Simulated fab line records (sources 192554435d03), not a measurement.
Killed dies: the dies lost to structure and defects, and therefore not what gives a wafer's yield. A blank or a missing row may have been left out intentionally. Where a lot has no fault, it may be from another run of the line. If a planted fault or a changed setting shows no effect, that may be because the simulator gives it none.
A lot that was struck, set against a sound lot :: flow n5-finfet :: 38 out of 1938 route steps
Sound: the wafers L260.2, L260.3, L260.5. Struck: wafer L249.4. The cause is named last.
Each step with rows lists, per side, the tool, then ch with its chambers, then its first start. Under that, the readings that differ: sound wafers :: struck wafers :: difference of the means :: sigmas: that difference in standard deviations of wafers without a fault.
alike: readings whose means differ by less than 2 such deviations, and words and numbers that are the same on both sides. not compared: withheld readings, readings that some wafer has no value for, bounds like >300 that may hide the same value, and numbers for which the record gives no deviation and whose values overlap.
A row with sigmas, a row that says differs or no value, or rows on one side alone: a step with any of these is where the two part. Numbers that have no deviation but don't overlap get no sigmas and don't part them. Lack of a reading on every wafer of one side parts them only where that side has two or more wafers.

N5_BEOL_M15_STRIP_62: strips in O2.
  sound: rie-diel-06 ch 1,2,3; struck: rie-diel-05 ch 3
  alike: drypump-motor-current-A, o2-flow-sccm, oes-product-au, rf-vpp-V, showerhead-plenum-p-Torr, throttle-valve-pct
  not compared: rf-hours-counter-h
then, 4 steps without rows for these wafers: N5_BEOL_M15_STRIP_37 (strips in O2); N5_BEOL_M15_ETCH_38 (etches SiCN in CF4/N2, target depth 106.4 nm, time 120.5 s); N5_BEOL_M15_PRECLEAN_39 (cleans in residue remover, time 60 s); N5_BEOL_M15_SRD_40 (time 30 s, dry time 30 s).
N5_BEOL_M15_DEGAS_41: time 60 s.
  sound on pvd-sputter-03, day 16 04:44; struck on pvd-sputter-01, day 13 13:43
  alike: heater-power-w
then, 6 steps without rows for these wafers: N5_BEOL_M15_PRE_CLEAN_42 (time 30 s); N5_BEOL_M15_SPUTTER_43 (material TaN, target thk 15 nm, time 24.19 s); N5_BEOL_M15_SPUTTER_44 (material Ta, target thk 15 nm, time 24.19 s); N5_BEOL_M15_SPUTTER_45 (material Cu, target thk 100 nm, time 16.67 s); N5_BEOL_M15_ECD_47 (material Cu, target thk 1860 nm); N5_BEOL_M15_ANNEAL_48 (time 90 s).
N5_BEOL_M15_CMP_49: polishes, stops on SiO2, t overpolish 4.9 s, target thk 850 nm.
  sound on cmp-02 ch 0,3, day 16 05:38; struck on cmp-04 ch 2, day 13 14:46
  alike: barrier-field-endpoint-s, clearing-platen-down-force-psi, clearing-platen-rpm, head-pressure-psi, motor-current-A, overpolish-run-s
then, 2 steps without rows for these wafers: N5_BEOL_M15_PRE_CLEAN_52 (time 15 s); N5_BEOL_M15_DEP_53 (deposits SiCN from 3MS/NH3, target thk 50 nm, time 17.8 s).
N5_PASSIVATION_PECVD_00: deposits SiO2 from SiH4/N2O, target thk 200 nm, time 11.2 s.
  sound on pecvd-04 ch 1,2, day 16 07:08; struck on pecvd-03 ch 2, day 13 16:09
  alike: heater-power-w, showerhead-plenum-p-Torr, throttle-valve-pct
then, 15 steps without rows for these wafers: N5_MIM_BOT_DEGAS_01 (time 60 s); N5_MIM_BOT_SPUTTER_00 (material TiN, target thk 35 nm, time 89.7 s); N5_MIM_TOP_ALD_00 (deposits Al2O3, purge time 3 s, co reactant pulse time 3 s); N5_MIM_TOP_ALD_01 (deposits HfO2, target thk 5.6 nm, pulse time 1 s, purge time 3 s); N5_MIM_TOP_ALD_02 (deposits Al2O3, purge time 3 s, co reactant pulse time 3 s); N5_MIM_TOP_DEGAS_04 (time 60 s); N5_MIM_TOP_SPUTTER_03 (material TiN, target thk 35 nm, time 89.7 s); N5_MIM_TOP_LITHO_HMDS_01 (time 60 s); N5_MIM_TOP_LITHO_COAT_02; N5_MIM_TOP_LITHO_EBR_04; N5_MIM_TOP_LITHO_SOFTBAKE_03 (time 90 s); N5_MIM_TOP_LITHO_EXPOSE_05 (exposes mask MIM TOP, target cd 2000 nm); N5_MIM_TOP_LITHO_PEB_06; N5_MIM_TOP_LITHO_DEVELOP_07 (develop time 60 s); N5_MIM_TOP_LITHO_HARDBAKE_09 (time 120 s).
N5_MIM_TOP_LITHO_CD_MEAS_08: the cd target is 2000 nm.
  sound on cd-sem-01 ch 0, day 16 08:23; struck on cd-sem-02 ch 0, day 13 18:55
  alike: cd-nm
N5_MIM_TOP_LITHO_OVL_MEAS_11:
  sound on overlay-01 ch 0, day 16 08:25; struck on overlay-02 ch 0, day 13 18:57
  alike: MIM_TOP_OVL
then, 2 steps without rows for these wafers: N5_MIM_TOP_LITHO_DESCUM_10 (chemistry O2, time 7.9 s); N5_MIM_TOP_ETCH_ETCH_00 (etches TiN in Cl2/BCl3, target depth 38.5 nm).
N5_MIM_TOP_ETCH_STRIP_01: strips in O2.
  sound on rie-diel-05 ch 0,2,3, day 16 08:42; struck on rie-diel-03 ch 2, day 13 19:17
reading: throttle-valve-pct (%)
sound: 16.54 16.64 16.81
struck: 16.16
difference: -0.50
sigmas: -2
  alike: drypump-motor-current-A, o2-flow-sccm, oes-product-au, rf-vpp-V, showerhead-plenum-p-Torr
  not compared: rf-hours-counter-h
N5_MIM_TOP_ETCH_PECVD_03: deposits SiNx from SiH4/NH3/N2, target thk 20 nm, time 17.6 s.
  sound on pecvd-04 ch 0,1,2, day 16 08:46; struck on pecvd-04 ch 0, day 13 19:22
  alike: heater-power-w, showerhead-plenum-p-Torr, throttle-valve-pct
N5_PASSIVATION_PROBE_49:
  record: rows for the struck wafers here (prober-01, day 14 06:47), none for the sound ones

## WHERE THEY PART
Earliest at N5_MIM_TOP_ETCH_STRIP_01; latest, in this record, at N5_PASSIVATION_PROBE_49.

WHY: whatever the simulator had introduced
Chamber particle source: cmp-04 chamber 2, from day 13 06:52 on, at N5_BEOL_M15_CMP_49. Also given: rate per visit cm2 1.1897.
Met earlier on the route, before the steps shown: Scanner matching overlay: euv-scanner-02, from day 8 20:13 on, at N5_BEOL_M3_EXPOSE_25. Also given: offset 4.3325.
